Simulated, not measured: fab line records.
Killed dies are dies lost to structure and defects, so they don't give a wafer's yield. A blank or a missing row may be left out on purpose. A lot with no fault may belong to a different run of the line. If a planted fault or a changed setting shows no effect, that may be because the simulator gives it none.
Code-filled problem report in 8D (eight disciplines) form ; flow n5-finfet ; the parts of the form that need people (team, actions taken, sign-off) are left out

1. WHAT IS WRONG
Wafers without a fault read 161.8 s, standard deviation 0.6; run-length-s at N5_BEOL_M9_CVD_78 reads a mean of 119.1 s on 6 wafers belonging to 2 lots. That is -71 standard deviations from the usual mean.
The step: deposits Co from CCTBA/H2, target thk 2 nm, time 138.9 s.
First observed at day 17 20:48: wafer L827.1, on cvd-co-02. The record has a number at this step for 33 wafers belonging to 12 lots. The rule behind "out" and "out of limits": a value lying over 4 standard deviations away from the usual mean. All remaining wafers that have a number are taken as sound.

2. WHAT THIS IS AND IS NOT
question;is;is not
which readings at this step;run-length-s;-
which lots;L819, L827;L817, L818, L821, L832, L833, L836, L837, L838, L839, L840
which wafers of those lots;all that have a number;-
read on which tools;cvd-co-02;cvd-co-01
when;from day 17 20:48;"up to then (9 sound wafers); but 18 sound wafers of L832, L833, L836, L837, L838, L839, L840 came after"

3. SUSPECTS, AND WHAT RULES EACH OUT
Counting: a tool stays on the suspect list if, at a process step up to the reading, it processed all lots that are out and no sound lot following the first of them.
- cvd-co-02 at N5_BEOL_M9_CVD_78 (deposits Co from CCTBA/H2, target thk 2 nm, time 138.9 s): ruled out as a lasting fault. Sound lots L837, L840 ran on it after its first lot that is out, L827 (day 17 20:48).
Left after counting: nothing in the record.

4. THE CAUSE (what the simulator had put in)
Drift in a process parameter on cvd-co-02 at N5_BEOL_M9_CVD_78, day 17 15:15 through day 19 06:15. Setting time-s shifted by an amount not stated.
Counting ruled it out, wrongly.

5. THE EFFECT CHAIN, in route order
One row per reading whose mean, taken over the struck wafers that have a number, lies over 3 standard deviations from the usual. Only readings for which the record gives a usual standard deviation are gone through. hours: the time from each lot's start at the first step in this table that gives one to its start at this step, as a median over the lots. sigmas: the change in usual standard deviations.
hours;step;reading;usual;on struck wafers;change;sigmas
0;N5_BEOL_M9_CVD_78;run-length-s;161.8 s;119.1;-42.7;-71
Its process steps:
- N5_BEOL_M9_CVD_78: deposits Co from CCTBA/H2, target thk 2 nm, time 138.9 s.

6. HOW IT WOULD HAVE BEEN CAUGHT EARLIER
6 hours passed between the start of the fault at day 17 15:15 and the first reading out of limits in this record, taken at day 17 20:48.
